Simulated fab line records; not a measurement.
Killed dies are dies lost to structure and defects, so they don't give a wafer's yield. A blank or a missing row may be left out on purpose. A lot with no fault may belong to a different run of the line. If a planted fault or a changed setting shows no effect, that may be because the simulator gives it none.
2 desks looking at one fault | flow n5Finfet | each desk has only its own numbers; what lay behind them comes last

DESK OF THE TOOL OWNER: pvdSputter-02
The tool's own readings at N5_BEOL_M10_SPUTTER_48 (material Cu, target thk 12 nm, time 2 s): means of the sampled wafers that have a number, for each lot that ran on this tool. Marked OUT: a lot whose mean sits more than 4 standard deviations from the usual mean, which makes it out of limits; the brackets give that distance.
Columns: A = cathodeDcPowerW at N5_BEOL_M10_SPUTTER_48, usual 26000 W; B = chamberPressurePa at N5_BEOL_M10_SPUTTER_48, usual 0.13001 Pa; C = substrateTempC at N5_BEOL_M10_SPUTTER_48, usual -20.02 C; D = throttleValvePct at N5_BEOL_M10_SPUTTER_48, usual 29.7 %
lot  | first seen here | A                       | B       | C      | D
L850 | day 11 22:15    | 26000                   | 0.13022 | -20.05 | 29.3
L860 | day 14 21:44    | 28918 (+99 or more) OUT | 0.13014 | -19.93 | 28.9
This desk's verdict: out of limits on L860, starting with L860 at day 14 21:44 (cathodeDcPowerW at N5_BEOL_M10_SPUTTER_48). L850 stayed within limits.

FROM THE METROLOGY DESK
What the gauges read, lot by lot, whatever tool the lot ran on: means of the sampled wafers that have a number. Marked OUT: a lot whose mean sits more than 4 standard deviations from the usual mean, which makes it out of limits; the brackets give that distance.
Columns: A = trenchDepthNm at N5_BEOL_M10_OCD_MEAS_38, usual 148.8 nm; B = cdNm at N5_BEOL_M10_CD_MEAS_35, usual 69.8 nm
lot  | first seen here | A     | B
L845 | day 11 01:59    | 148.2 | 69.5
L850 | day 11 20:40    | 150.4 | 69.0
L860 | day 14 20:08    | 149.6 | 70.3
L862 | day 15 02:32    | 148.5 | 70.0
L863 | day 15 17:56    | 150.1 | 70.4
This desk found nothing out of limits on any of the 5 lots.

TAKEN TOGETHER
An alarm could have come from the tool owner's desk at day 14 21:44, on L860.
Metrology desk: nothing out of limits seen.
The metrology desk has L860 on record, within its limits.
N5_BEOL_M10_SPUTTER_48 was run on pvdSputter-02 by each of the lots named.

WHAT THE SIMULATOR HAD INSERTED
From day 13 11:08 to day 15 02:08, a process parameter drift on pvdSputter-02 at N5_BEOL_M10_SPUTTER_48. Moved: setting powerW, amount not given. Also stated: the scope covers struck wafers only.
Struck lots among those shown: L860.
How many hours passed from the start of the fault until each desk's first out-of-limits reading: the tool owner's desk, 35.
